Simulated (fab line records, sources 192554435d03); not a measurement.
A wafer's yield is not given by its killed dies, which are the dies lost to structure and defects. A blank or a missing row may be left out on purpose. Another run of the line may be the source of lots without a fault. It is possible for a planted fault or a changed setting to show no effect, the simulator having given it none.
Matching of chambers | flow n5-finfet | 4 sister chambers for N5_BEOL_M4_ETCH_69 on rie-diel-02
The step etches SiARC in CF4, target depth 15.6 nm, time 26 s. 4 wafers are shown with their chamber, then 9 later ones without.

== WAFERS WITH THEIR CHAMBER ==
wafer  | chamber | drypump-motor-current-A (A)
L083.6 | 3       | 5.5
L088.1 | 0       | 6.3
L088.2 | 1       | 6.0
L088.4 | 2       | 5.9

== WAFERS WITH NO CHAMBER GIVEN ==
wafer  | drypump-motor-current-A (A)
L087.2 | 6.4
L087.3 | 5.9
L087.5 | 5.5
L093.1 | 6.3
L093.3 | 5.8
L093.5 | 6.3
L095.3 | 5.5
L095.4 | 5.9
L095.6 | 6.3

== CHAMBER TAKEN BY EACH ==
wafer  | from the rows above | in truth
L087.2 | 0                   | 0
L087.3 | 2                   | 2
L087.5 | 3                   | 3
L093.1 | 0                   | 0
L093.3 | 2                   | 2
L093.5 | 0                   | 0
L095.3 | 3                   | 3
L095.4 | 2                   | 2
L095.6 | 0                   | 0
Correctly placed: 9 of 9. From these rows, 0 cannot be placed. Number placed wrongly: 0.
How it was worked out, from the rows above alone: a wafer's distance from a chamber is the root of the sum, over the readings, of the square of ((its reading less the chamber's mean) divided by the reading's scatter). If the next closest chamber is less than 2 further off than the closest, the wafer can't be placed; otherwise it belongs to the closest. A chamber's mean is the mean of its shown wafers. The scatter (one wafer shown for each chamber): square how far every hidden wafer sits from the nearest shown wafer, average those squares and take the square root.
